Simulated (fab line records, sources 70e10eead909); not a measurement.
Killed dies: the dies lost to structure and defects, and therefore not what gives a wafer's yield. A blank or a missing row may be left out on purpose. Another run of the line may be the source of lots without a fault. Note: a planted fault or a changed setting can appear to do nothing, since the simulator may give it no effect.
A lot that was struck, set against a sound lot | flow nand harc | 15 steps out of a route of 1159
Sound: these wafers, L625.1, L625.3, L625.5. Struck: wafers L636.4, L636.6. (L636.1 of the same lot was not struck and is left out.) The cause comes at the end.
Per side, at each step with rows, come the tool, then ch with its chambers, and then its first start. Under that, the readings that differ: sound wafers | struck wafers | difference of the means | sigmas: that difference in standard deviations of wafers without a fault.
alike: readings whose means differ by less than 2 such deviations, and words and numbers that are the same on both sides. not compared: withheld readings, readings that some wafer has no value for, bounds like >300 that may hide the same value, and numbers for which the record gives no deviation and whose values overlap.
Wherever a step has rows on one side only, a row that says differs or no value, or a row with sigmas, the two part there. Non-overlapping numbers with no deviation appear without sigmas and do not part them. A reading that every wafer of one side lacks parts them only if that side has two wafers or more.

first, 7 steps without rows for these wafers: NHARC_A_BLC_COAT_03 (time 65 s); NHARC_A_BLC_COAT_04 (resist thk 90 nm); NHARC_A_BLC_SOFTBAKE_05 (time 55 s); NHARC_A_BLC_EBR_06; NHARC_A_BLC_EXPOSE_07 (exposes mask A BLC, target cd 100 nm); NHARC_A_BLC_PEB_08 (peb time 65 s); NHARC_A_BLC_DEVELOP_09 (develop time 35 s).
NHARC_A_BLC_CD_MEAS_10 targets a cd of 100 nm.
  sound on cd sem-02 ch 0, day 18 02:38; struck on cd sem-03 ch 0, day 21 00:20
  alike: cd nm
NHARC_A_BLC_OVL_MEAS_11:
  sound on overlay-01 at day 18 02:44; struck on overlay-02 at day 21 00:26
  reading           | sound          | struck  | difference | sigmas
  overlay x nm (nm) | -1.0 -0.9 -0.4 | 1.3 1.2 | +2.0       | +2
  alike: overlay y nm
NHARC_A_BLC_INSPECT_12:
  sound on defect inspect-01 at day 18 02:46; struck on defect inspect-01 at day 21 00:28
  alike: raw defect count
NHARC_A_BLC_DESCUM_15: chemistry O2, time 3 s.
  sound on rie diel-03 ch 0,1, day 18 02:50; struck on rie diel-03 ch 0,1, day 21 00:32
  alike: drypump motor current A, mfc ar sccm, oes product au, rf vpp V, showerhead plenum p Torr, throttle valve pct
  not compared: rf hours counter h
NHARC_A_BLC_ETCH_16: etches the open film in CF4, target depth 39 nm, time 65 s.
  sound on rie diel-03 ch 0,1,2, day 18 02:56; struck on rie diel-03 ch 0,2, day 21 00:39
  alike: drypump motor current A, mfc ar sccm, oes product au, rf vpp V, showerhead plenum p Torr, throttle valve pct
  not compared: rf hours counter h
NHARC_A_BLC_ETCH_17: etches the open film in N2/H2, target depth 390 nm, time 609.38 s.
  sound on rie diel-03 ch 1,2, day 18 03:02; struck on rie diel-03 ch 0,3, day 21 00:44
  reading               | sound             | struck      | difference | sigmas
  oes product au (a.u.) | 1.003 1.012 1.013 | 0.851 0.854 | -0.157     | -16
  alike: drypump motor current A, mfc ar sccm, rf vpp V, showerhead plenum p Torr, throttle valve pct
  not compared: rf hours counter h
NHARC_A_BLC_ETCH_18: etches the open film in C4F8/O2/Ar, target depth 910 nm.
  sound on rie diel-03 ch 1,2; struck on rie diel-03 ch 0,1
  alike: oes product au, rf vpp V
  not compared: rf hours counter h
-- record jumps: 3 days between struck wafers' starts before vs after; left off in module A_BLC, resumes in module END, first step shown is number 1159 of the route --
NHARC_END_SORT_01:
  sound on prober-02 ch 0, day 20 10:03; struck on prober-02 ch 0, day 23 18:27
  reading         | sound   | struck  | difference | sigmas
  killed at array | 17 10 8 | 601 611 | +594       | +59
  killed dies     | 19 11 8 | 603 616 | +597       | +54
  alike: killed at other, killed at periphery, killed open, killed short

== WHERE THEY PART ==
First at NHARC_A_BLC_OVL_MEAS_11; last, within this record, at NHARC_END_SORT_01.

WHY: the cause the simulator had injected
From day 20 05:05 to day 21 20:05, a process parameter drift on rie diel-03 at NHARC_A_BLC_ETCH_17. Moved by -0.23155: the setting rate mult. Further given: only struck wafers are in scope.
